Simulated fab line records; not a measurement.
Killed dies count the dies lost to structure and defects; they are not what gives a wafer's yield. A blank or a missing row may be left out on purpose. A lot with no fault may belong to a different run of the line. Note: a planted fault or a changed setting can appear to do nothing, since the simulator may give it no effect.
Which tool did it?    flow n5 finfet    Sampling: 10 lots, 30 wafers, 5 of 1938 route steps

== WHAT EACH GAUGE READ, for each wafer ==
N5_BEOL_M4_RC_MEAS_101. Usual: CJ_N 4.35, standard deviation 0.061; DIBL_N 36.3 mV/V, standard deviation 1.2; DIBL_P 36.3 mV/V, standard deviation 1.4; IOFF_N 0.157 nA/um, standard deviation 0.02; IOFF_P 0.22 nA/um, standard deviation 0.033; ION_N 675 uA/um, standard deviation 9.6; ION_P 465 uA/um, standard deviation 8.2; SS_N 71.4 mV/dec, standard deviation 0.45; SS_P 73.3 mV/dec, standard deviation 0.54; VT_N 249.8 mV, standard deviation 2.5; VT_P -249 mV, standard deviation 3.2.
lot   measured      on         CJ_N            DIBL_N (mV/V)   DIBL_P (mV/V)   IOFF_N (nA/um)     IOFF_P (nA/um)  ION_N (uA/um)  ION_P (uA/um)  SS_N (mV/dec)   SS_P (mV/dec)   VT_N (mV)          VT_P (mV)       flag
L998  day 8 02:21   prober-01  4.34 4.31 4.33  37.2 36.6 35.3  38.5 37.3 36.4  0.169 0.150 0.137  0.23 0.21 0.20  681 676 661    466 467 457    71.4 71.6 71.5  72.8 72.7 73.0  246.2 249.8 251.9  -249 -251 -252  
L999  day 9 11:22   prober-02  4.33 4.34 4.34  36.7 37.9 36.8  37.4 38.7 37.3  0.161 0.190 0.162  0.24 0.26 0.23  684 687 678    475 467 468    72.0 71.9 71.4  73.4 74.0 74.3  247.5 248.9 249.6  -247 -249 -249  
L100  day 8 19:53   prober-01  4.62 4.59 4.63  34.5 34.9 35.0  34.7 34.7 34.9  0.125 0.128 0.133  0.16 0.16 0.16  660 658 663    452 450 451    71.1 71.6 71.1  72.2 72.5 72.0  251.7 252.1 254.3  -258 -254 -256  OFF
L102  day 9 17:05   prober-01  4.57 4.58 4.56  36.6 36.5 36.3  36.6 36.1 36.3  0.181 0.159 0.175  0.25 0.23 0.24  691 676 692    472 463 473    72.2 71.9 71.0  74.1 72.8 72.7  247.9 250.6 247.0  -251 -251 -248  OFF
L112  day 12 12:53  prober-02  4.42 4.45 4.35  37.1 36.4 34.7  37.0 36.4 34.0  0.156 0.154 0.120  0.22 0.21 0.18  666 671 660    459 457 453    71.4 72.1 70.6  74.0 73.0 73.4  250.1 252.0 254.0  -249 -251 -253  
L113  day 12 20:43  prober-02  4.35 4.39 4.30  36.3 37.1 37.9  36.0 36.6 38.3  0.133 0.149 0.163  0.20 0.21 0.24  666 677 686    461 464 477    71.5 71.6 71.9  72.2 72.6 74.0  254.8 251.3 249.4  -251 -247 -248  
L114  day 12 10:00  prober-02  4.35 4.29 4.33  36.0 36.0 36.0  35.9 36.1 36.1  0.160 0.152 0.159  0.20 0.20 0.20  683 672 685    463 461 463    71.2 71.7 71.2  73.4 72.8 72.5  249.9 249.2 248.5  -250 -252 -251  
L119  day 14 03:20  prober-02  4.38 4.38 4.43  37.2 37.1 35.9  37.3 36.7 34.6  0.186 0.174 0.154  0.26 0.25 0.22  691 683 689    481 473 474    71.4 71.6 70.7  74.0 74.1 73.9  247.1 249.6 253.2  -246 -247 -250  
L120  day 13 19:12  prober-01  4.19 4.33 4.37  35.7 37.4 36.5  36.1 37.9 36.6  0.147 0.182 0.170  0.25 0.28 0.26  673 675 667    469 473 464    71.2 71.5 71.8  73.3 74.0 73.9  249.2 246.1 247.4  -246 -245 -246  
L121  day 14 19:49  prober-02  4.33 4.24 4.23  38.2 34.8 39.5  39.2 34.9 40.7  0.187 0.119 0.208  0.29 0.20 0.34  688 665 685    471 470 478    71.6 70.4 71.7  74.1 72.6 74.1  249.0 251.8 247.2  -242 -248 -243  

== WHAT TOOL EACH LOT RAN ON (gives the tool, then ch and the chambers of the sampled wafers, and finally the start) ==
lot   N5_PMOS_HMC_CHANNEL_EPI_EPI_26  N5_BEOL_M4_ANNEAL_95          N5_BEOL_M4_CMP_52              N5_BEOL_M4_PRE_CLEAN_60
L998  epi rpcvd-02 ch 0, day 1 19:53  pvd sputter-01, day 8 01:02   cmp-01 ch 0,1, day 8 01:42     cvd co-01 ch 0,1,2, day 8 02:04
L999  epi rpcvd-02 ch 0, day 2 02:07  pvd sputter-02, day 9 09:46   cmp-01 ch 2,3, day 9 10:26     cvd co-02 ch 0,1,2, day 9 10:46
L100  epi rpcvd-02 ch 0, day 2 07:51  pvd sputter-01, day 8 18:38   cmp-04 ch 0,1,3, day 8 19:17   cvd co-02 ch 0,1, day 8 19:37
L102  epi rpcvd-02 ch 0, day 2 21:25  pvd sputter-01, day 9 15:44   cmp-01 ch 0,1, day 9 16:23     cvd co-02 ch 0,1,2, day 9 16:44
L112  epi rpcvd-04 ch 0, day 5 07:46  pvd sputter-01, day 12 11:11  cmp-02 ch 0,1,2, day 12 12:01  cvd co-01 ch 0,1,2, day 12 12:37
L113  epi rpcvd-03 ch 0, day 5 14:14  pvd sputter-02, day 12 19:28  cmp-04 ch 0,2,3, day 12 20:09  cvd co-01 ch 0,1,2, day 12 20:26
L114  epi rpcvd-03 ch 0, day 5 19:52  pvd sputter-03, day 12 08:38  cmp-04 ch 1,2, day 12 09:23    cvd co-02 ch 0,1,2, day 12 09:44
L119  epi rpcvd-03 ch 0, day 7 02:13  pvd sputter-03, day 14 01:46  cmp-02 ch 0,2,3, day 14 02:30  cvd co-01 ch 0,1,2, day 14 02:46
L120  epi rpcvd-02 ch 0, day 7 09:23  pvd sputter-03, day 13 17:54  cmp-04 ch 0,1,2, day 13 18:36  cvd co-01 ch 1,2, day 13 18:55
L121  epi rpcvd-03 ch 0, day 7 14:11  pvd sputter-02, day 14 18:25  cmp-01 ch 0,3, day 14 19:03    cvd co-02 ch 0,1,2, day 14 19:23
- N5_PMOS_HMC_CHANNEL_EPI_EPI_26: deposits Si from SiH4/H2, target thk 3.8 nm, time 22.7 s.
- N5_BEOL_M4_ANNEAL_95: time 240 s.
- N5_BEOL_M4_CMP_52: polishes, stops on SiOC, t overpolish 6.8 s, target thk 40 nm.
- N5_BEOL_M4_PRE_CLEAN_60: time 15 s.

== AS READ BY THE TOOLS THEMSELVES (means over the sampled wafers that have a number; for cases with no such wafer, the mark the record gives instead) ==
N5_PMOS_HMC_CHANNEL_EPI_EPI_26. Usual: throttle valve pct at 10.7 %, with a standard deviation of 0.38.
lot   tool          throttle valve pct (%)  flag
L998  epi rpcvd-02  11.1                    
L999  epi rpcvd-02  11.0                    
L100  epi rpcvd-02  11.2                    
L102  epi rpcvd-02  11.2                    
L112  epi rpcvd-04  10.3                    
L113  epi rpcvd-03  11.0                    
L114  epi rpcvd-03  11.0                    
L119  epi rpcvd-03  11.0                    
L120  epi rpcvd-02  11.2                    
L121  epi rpcvd-03  11.0                    

N5_BEOL_M4_ANNEAL_95. Usual: heater power w at 782 W, with a standard deviation of 70.
lot   tool            heater power w (W)  flag
L998  pvd sputter-01  678                 
L999  pvd sputter-02  804                 
L100  pvd sputter-01  755                 
L102  pvd sputter-01  661                 
L112  pvd sputter-01  704                 
L113  pvd sputter-02  871                 
L114  pvd sputter-03  769                 
L119  pvd sputter-03  788                 
L120  pvd sputter-03  829                 
L121  pvd sputter-02  827                 

N5_BEOL_M4_CMP_52. Usual: barrier field endpoint s 24.7 s, standard deviation 0.54; motor current A 5.8 A, standard deviation 0.72; overpolish run s 6.801 s, standard deviation 0.0094; time to endpoint s 62.8 s, standard deviation 2.4.
lot   tool    barrier field endpoint s (s)  motor current A (A)  overpolish run s (s)  time to endpoint s (s)  flag
L998  cmp-01  24.9                          5.6                  6.791                 62.1                    
L999  cmp-01  24.6                          6.0                  6.804                 64.5                    
L100  cmp-04  24.1                          5.8                  6.810                 60.3                    
L102  cmp-01  24.5                          5.1                  6.802                 64.0                    
L112  cmp-02  24.5                          6.5                  6.801                 63.0                    
L113  cmp-04  25.3                          5.5                  6.800                 63.3                    
L114  cmp-04  24.7                          5.2                  6.798                 62.2                    
L119  cmp-02  24.8                          5.8                  6.802                 60.4                    
L120  cmp-04  24.6                          5.6                  6.809                 65.1                    
L121  cmp-01  24.1                          5.4                  6.804                 63.9                    

N5_BEOL_M4_PRE_CLEAN_60. Usual: heater power w 85 W, standard deviation 22; rf fwd power W 297.7 W, standard deviation 0.91.
lot   tool       heater power w (W)  rf fwd power W (W)  flag
L998  cvd co-01  98                  297.9               
L999  cvd co-02  75                  297.3               
L100  cvd co-02  71                  297.7               
L102  cvd co-02  77                  297.8               
L112  cvd co-01  99                  298.2               
L113  cvd co-01  99                  298.6               
L114  cvd co-02  76                  297.1               
L119  cvd co-01  99                  297.6               
L120  cvd co-01  87                  298.2               
L121  cvd co-02  77                  297.1               

== THE ANSWER, worked out from the rows above alone ==
Rule: a lot is off if the mean of its wafers that have a number lies more than 3 standard deviations from the usual mean. Also off: a lot with no number at a reading for which 4 or more lots have one. Any other lot the step has rows for is counted as sound. The gauges are gone through in route order, then the tools' own readings, and for those a lot's mean is taken as printed above. At the first step where some lot is off, the reading lying furthest off is the one used; lots without a number count as furthest.
Off: L100, L102, at N5_BEOL_M4_RC_MEAS_101 (CJ_N).
A tool fits if, at a process step before that reading, it ran every lot that is off, and no sound lot after the first of them. Those tools and the gauges at N5_BEOL_M4_RC_MEAS_101 are tried in the same way. None of those tried fits.

== WHAT THE SIMULATOR PUT IN ==
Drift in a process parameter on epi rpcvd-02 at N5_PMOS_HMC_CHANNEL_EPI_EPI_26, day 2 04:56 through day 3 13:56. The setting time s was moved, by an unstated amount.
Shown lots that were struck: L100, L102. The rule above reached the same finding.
